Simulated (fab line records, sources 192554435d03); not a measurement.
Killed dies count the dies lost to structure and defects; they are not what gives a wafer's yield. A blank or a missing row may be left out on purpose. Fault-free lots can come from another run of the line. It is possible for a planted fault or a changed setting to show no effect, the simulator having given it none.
The tool behind it: which one? | flow n5 finfet | Sampling: 24 lots, 72 wafers, 4 of 1938 route steps

## WHAT THE GAUGES SHOWED, per wafer
N5_HKMG_FIN_THK_MEAS_70: measures by xrf.
lot  | measured     | on            | HK_THK (nm)
L074 | day 4 01:41  | film metro-02 | 1.573 1.591 1.577
L075 | day 4 06:32  | film metro-02 | 1.587 1.578 1.560
L076 | day 4 13:05  | film metro-01 | 1.578 1.596 1.574
L077 | day 4 19:56  | film metro-01 | 1.588 1.601 1.575
L078 | day 5 05:07  | film metro-02 | 1.551 1.629 1.572
L079 | day 5 07:12  | film metro-01 | 1.573 1.583 1.586
L080 | day 5 14:34  | film metro-01 | 1.580 1.572 1.581
L081 | day 5 18:14  | film metro-02 | 1.564 1.560 1.598
L082 | day 6 01:25  | film metro-01 | 1.551 1.565 1.563
L083 | day 6 07:01  | film metro-02 | 1.592 1.562 1.617
L084 | day 6 17:23  | film metro-02 | 1.592 1.606 1.608
L085 | day 7 02:06  | film metro-02 | 1.609 1.572 1.585
L086 | day 7 11:49  | film metro-01 | 1.577 1.572 1.578
L087 | day 8 04:57  | film metro-02 | 1.596 1.542 1.578
L088 | day 8 06:07  | film metro-01 | 1.615 1.614 1.576
L089 | day 8 07:11  | film metro-02 | 1.575 1.603 1.592
L090 | day 8 10:57  | film metro-01 | 1.588 1.581 1.578
L091 | day 8 12:09  | film metro-02 | 1.600 1.599 1.595
L092 | day 8 15:41  | film metro-01 | 1.606 1.588 1.625
L093 | day 8 23:14  | film metro-01 | 1.573 1.615 1.599
L094 | day 9 02:01  | film metro-01 | 1.599 1.577 1.589
L095 | day 9 09:52  | film metro-02 | 1.601 1.586 1.591
L096 | day 9 18:05  | film metro-02 | 1.576 1.566 1.606
L097 | day 10 03:17 | film metro-02 | 1.607 1.592 1.652

## EACH LOT AND THE TOOL THAT RAN IT (in order: tool; ch and the chambers of the sampled wafers; start)
lot  | N5_SDB_HM_DEP_00               | N5_SDB_CMP_30                | N5_HKMG_FIN_CVD_62
L074 | pecvd-01 ch 0,1, day 3 17:15   | cmp-02 ch 1,2, day 3 21:20   | thermal cvd si-01 ch 0,1,2, day 4 01:01
L075 | pecvd-04 ch 0,1, day 3 21:56   | cmp-02 ch 0,2,3, day 4 01:55 | thermal cvd si-02 ch 0,2, day 4 05:52
L076 | pecvd-04 ch 0,1,2, day 4 04:45 | cmp-03 ch 0,2,3, day 4 08:44 | thermal cvd si-01 ch 0,1, day 4 12:22
L077 | pecvd-02 ch 0,1,2, day 4 11:34 | cmp-03 ch 0,1,3, day 4 15:31 | thermal cvd si-02 ch 0,1,2, day 4 19:14
L078 | pecvd-01 ch 0,1, day 4 20:01   | cmp-02 ch 0,1,2, day 5 00:31 | thermal cvd si-01 ch 0,1,2, day 5 04:19
L079 | pecvd-04 ch 0,1, day 4 22:19   | cmp-03 ch 0,1,3, day 5 02:44 | thermal cvd si-02 ch 0,1, day 5 06:24
L080 | pecvd-02 ch 1,2, day 5 06:05   | cmp-03 ch 0,1,3, day 5 10:20 | thermal cvd si-01 ch 0,1, day 5 13:53
L081 | pecvd-01 ch 1,2, day 5 09:24   | cmp-04 ch 0,3, day 5 13:28   | thermal cvd si-02 ch 0,1,2, day 5 17:34
L082 | pecvd-01 ch 0,1,2, day 5 15:41 | cmp-02 ch 0,1, day 5 20:44   | thermal cvd si-01 ch 0,1, day 6 00:29
L083 | pecvd-01 ch 0,1, day 5 22:20   | cmp-03 ch 1,2, day 6 02:35   | thermal cvd si-02 ch 0,1, day 6 06:19
L084 | pecvd-02 ch 0,2, day 6 08:53   | cmp-03 ch 1,3, day 6 13:00   | thermal cvd si-01 ch 0,1, day 6 16:42
L085 | pecvd-01 ch 0,2, day 6 16:54   | cmp-04 ch 1,2,3, day 6 21:43 | thermal cvd si-02 ch 0,1,2, day 7 01:25
L086 | pecvd-04 ch 0,2, day 7 03:02   | cmp-02 ch 0,1,3, day 7 07:23 | thermal cvd si-01 ch 0,1,2, day 7 11:07
L087 | pecvd-01 ch 0,1,2, day 7 20:31 | cmp-04 ch 0,3, day 8 00:37   | thermal cvd si-02 ch 1,2, day 8 04:17
L088 | pecvd-02 ch 0,2, day 7 20:41   | cmp-03 ch 1,2, day 8 01:53   | thermal cvd si-01 ch 0,1,2, day 8 05:26
L089 | pecvd-02 ch 0,1, day 7 22:51   | cmp-02 ch 0,2, day 8 02:50   | thermal cvd si-02 ch 1,2, day 8 06:30
L090 | pecvd-02 ch 0,1, day 8 02:36   | cmp-04 ch 1,2, day 8 06:32   | thermal cvd si-01 ch 1,2, day 8 10:11
L091 | pecvd-01 ch 1,2, day 8 03:36   | cmp-04 ch 0,1,3, day 8 07:52 | thermal cvd si-02 ch 1,2, day 8 11:25
L092 | pecvd-01 ch 0,1,2, day 8 06:52 | cmp-02 ch 0,1,2, day 8 11:16 | thermal cvd si-01 ch 0,1,2, day 8 14:59
L093 | pecvd-02 ch 1,2, day 8 14:11   | cmp-02 ch 0,1,2, day 8 18:52 | thermal cvd si-02 ch 0,1,2, day 8 22:33
L094 | pecvd-04 ch 0,1, day 8 17:28   | cmp-04 ch 1,2,3, day 8 21:31 | thermal cvd si-01 ch 0,1,2, day 9 01:09
L095 | pecvd-04 ch 0,1,2, day 9 00:35 | cmp-03 ch 0,1,3, day 9 04:34 | thermal cvd si-02 ch 0,1, day 9 09:11
L096 | pecvd-02 ch 0,1,2, day 9 05:50 | cmp-02 ch 0,2, day 9 12:54   | thermal cvd si-01 ch 1,2, day 9 17:23
L097 | pecvd-04 ch 1,2, day 9 17:35   | cmp-02 ch 0,2,3, day 9 22:46 | thermal cvd si-02 ch 1,2, day 10 02:36
- N5_SDB_HM_DEP_00: deposits SiNx from SiH4/NH3/N2, target thk 40 nm, time 35.3 s.
- N5_SDB_CMP_30: polishes, stops on poly-Si, t overpolish 1.54 s, target thk 30 nm.
- N5_HKMG_FIN_CVD_62: deposits a-Si from Si2H6, target thk 3 nm, time 20.8 s.

## AS READ BY THE TOOLS THEMSELVES (means over the sampled wafers that have a number; for cases with no such wafer, the mark the record gives instead)
N5_SDB_HM_DEP_00.
lot  | tool     | chamber pressure Torr (Torr) | heater power outer w (W) | heater power w (W) | showerhead plenum p Torr (Torr) | susceptor temp C (C) | throttle valve pct (%)
L074 | pecvd-01 | 1.496                        | 461                      | 791                | 5.13                            | 400.05               | 40.7
L075 | pecvd-04 | 1.501                        | 455                      | 718                | 5.02                            | 399.85               | 39.2
L076 | pecvd-04 | 1.499                        | 452                      | 719                | 5.09                            | 400.10               | 39.6
L077 | pecvd-02 | 1.501                        | 411                      | 679                | 5.10                            | 399.90               | 38.7
L078 | pecvd-01 | 1.501                        | 409                      | 713                | 5.13                            | 400.25               | 40.6
L079 | pecvd-04 | 1.500                        | 461                      | 752                | 5.03                            | 399.78               | 40.0
L080 | pecvd-02 | 1.496                        | 414                      | 685                | 5.06                            | 399.89               | 38.9
L081 | pecvd-01 | 1.496                        | 386                      | 687                | 5.21                            | 399.95               | 42.7
L082 | pecvd-01 | 1.503                        | 417                      | 732                | 5.17                            | 400.04               | 41.2
L083 | pecvd-01 | 1.501                        | 404                      | 712                | 5.14                            | 399.87               | 40.6
L084 | pecvd-02 | 1.500                        | 476                      | 714                | 5.15                            | 400.18               | 37.8
L085 | pecvd-01 | 1.503                        | 460                      | 803                | 5.19                            | 400.23               | 42.1
L086 | pecvd-04 | 1.502                        | 474                      | 733                | 5.08                            | 399.94               | 39.0
L087 | pecvd-01 | 1.502                        | 447                      | 788                | 5.16                            | 400.11               | 41.5
L088 | pecvd-02 | 1.500                        | 484                      | 739                | 5.15                            | 399.86               | 37.9
L089 | pecvd-02 | 1.500                        | 375                      | 652                | 5.04                            | 399.80               | 39.2
L090 | pecvd-02 | 1.503                        | 391                      | 666                | 5.06                            | 399.90               | 39.1
L091 | pecvd-01 | 1.499                        | 487                      | 829                | 5.17                            | 399.85               | 42.1
L092 | pecvd-01 | 1.498                        | 438                      | 752                | 5.16                            | 400.23               | 41.2
L093 | pecvd-02 | 1.501                        | 457                      | 729                | 5.11                            | 400.13               | 38.3
L094 | pecvd-04 | 1.496                        | 439                      | 681                | 5.03                            | 399.92               | 39.1
L095 | pecvd-04 | 1.496                        | 418                      | 686                | 5.10                            | 399.94               | 40.0
L096 | pecvd-02 | 1.500                        | 414                      | 667                | 5.10                            | 400.21               | 38.6
L097 | pecvd-04 | 1.498                        | 440                      | 739                | 5.18                            | 399.87               | 40.5

N5_SDB_CMP_30.
lot  | tool   | motor current A (A) | overpolish run s (s) | time to endpoint s (s)
L074 | cmp-02 | 12.6                | 1.536                | 16.8
L075 | cmp-02 | 12.6                | 1.546                | 15.8
L076 | cmp-03 | 12.4                | 1.548                | 15.7
L077 | cmp-03 | 12.8                | 1.539                | 16.1
L078 | cmp-02 | 12.5                | 1.548                | 14.2
L079 | cmp-03 | 12.7                | 1.535                | 14.9
L080 | cmp-03 | 13.0                | 1.539                | 13.2
L081 | cmp-04 | 12.7                | 1.550                | 17.8
L082 | cmp-02 | 12.4                | 1.537                | 14.8
L083 | cmp-03 | 12.3                | 1.546                | 14.1
L084 | cmp-03 | 12.6                | 1.543                | 15.3
L085 | cmp-04 | 11.8                | 1.534                | 16.8
L086 | cmp-02 | 12.5                | 1.548                | 15.1
L087 | cmp-04 | 12.8                | 1.534                | 17.9
L088 | cmp-03 | 12.7                | 1.538                | 14.9
L089 | cmp-02 | 11.8                | 1.538                | 15.9
L090 | cmp-04 | 11.4                | 1.546                | 16.9
L091 | cmp-04 | 12.0                | 1.553                | 17.3
L092 | cmp-02 | 12.6                | 1.526                | 14.8
L093 | cmp-02 | 12.3                | 1.540                | 17.2
L094 | cmp-04 | 11.8                | 1.534                | 18.7
L095 | cmp-03 | 12.8                | 1.542                | 13.5
L096 | cmp-02 | 11.7                | 1.532                | 14.5
L097 | cmp-02 | 12.4                | 1.535                | 16.0

N5_HKMG_FIN_CVD_62.
lot  | tool              | chamber pressure Torr (Torr) | heater power outer w (W) | heater power w (W) | susceptor temp C (C)
L074 | thermal cvd si-01 | 1.0008                       | 956                      | 1483               | 499.70
L075 | thermal cvd si-02 | 1.0037                       | 1110                     | 1665               | 500.19
L076 | thermal cvd si-01 | 0.9977                       | 945                      | 1441               | 499.72
L077 | thermal cvd si-02 | 1.0001                       | 1031                     | 1580               | 499.97
L078 | thermal cvd si-01 | 0.9986                       | 935                      | 1465               | 500.12
L079 | thermal cvd si-02 | 0.9996                       | 952                      | 1449               | 500.23
L080 | thermal cvd si-01 | 0.9990                       | 961                      | 1460               | 499.73
L081 | thermal cvd si-02 | 1.0008                       | 1027                     | 1573               | 499.99
L082 | thermal cvd si-01 | 1.0028                       | 965                      | 1435               | 500.00
L083 | thermal cvd si-02 | 1.0007                       | 969                      | 1499               | 500.01
L084 | thermal cvd si-01 | 1.0001                       | 955                      | 1455               | 499.86
L085 | thermal cvd si-02 | 0.9988                       | 1038                     | 1566               | 500.03
L086 | thermal cvd si-01 | 0.9988                       | 941                      | 1462               | 500.03
L087 | thermal cvd si-02 | 0.9994                       | 1106                     | 1644               | 499.92
L088 | thermal cvd si-01 | 1.0023                       | 953                      | 1477               | 500.04
L089 | thermal cvd si-02 | 0.9997                       | 1033                     | 1545               | 499.94
L090 | thermal cvd si-01 | 1.0025                       | 874                      | 1356               | 500.17
L091 | thermal cvd si-02 | 0.9994                       | 1105                     | 1661               | 500.09
L092 | thermal cvd si-01 | 1.0000                       | 968                      | 1482               | 499.80
L093 | thermal cvd si-02 | 0.9994                       | 1032                     | 1584               | 500.10
L094 | thermal cvd si-01 | 0.9994                       | 941                      | 1470               | 499.83
L095 | thermal cvd si-02 | 0.9994                       | 970                      | 1477               | 500.12
L096 | thermal cvd si-01 | 0.9989                       | 952                      | 1478               | 500.28
L097 | thermal cvd si-02 | 0.9990                       | 1094                     | 1629               | 499.64

## THE ANSWER, worked out from the rows above alone
Rule: usual is defined by the lots themselves. The widest of any qualifying gaps counts: lots, ordered by their means at a reading, are off when they make up no more than a third of the lots, leave a main group of 4 or more, and stand apart from it by 3 or more times the standard deviation of that group's means. Not used: any main group whose means are identical at the precision the tables above print for the reading. A lot without any number at a reading at which 4 lots or more have one is off too. Where the step has rows for the other lots, those lots are counted as sound. After the gauges, taken in route order, come the tools' own readings; for these a lot's mean is taken, as printed above. The first step at which some lot is off is used, and at that step the reading that is off furthest; a lot without a number counts as furthest.
Across all readings shown, no lot is off: no conclusion can be drawn from this.

## WHAT WAS PUT IN BY THE SIMULATOR
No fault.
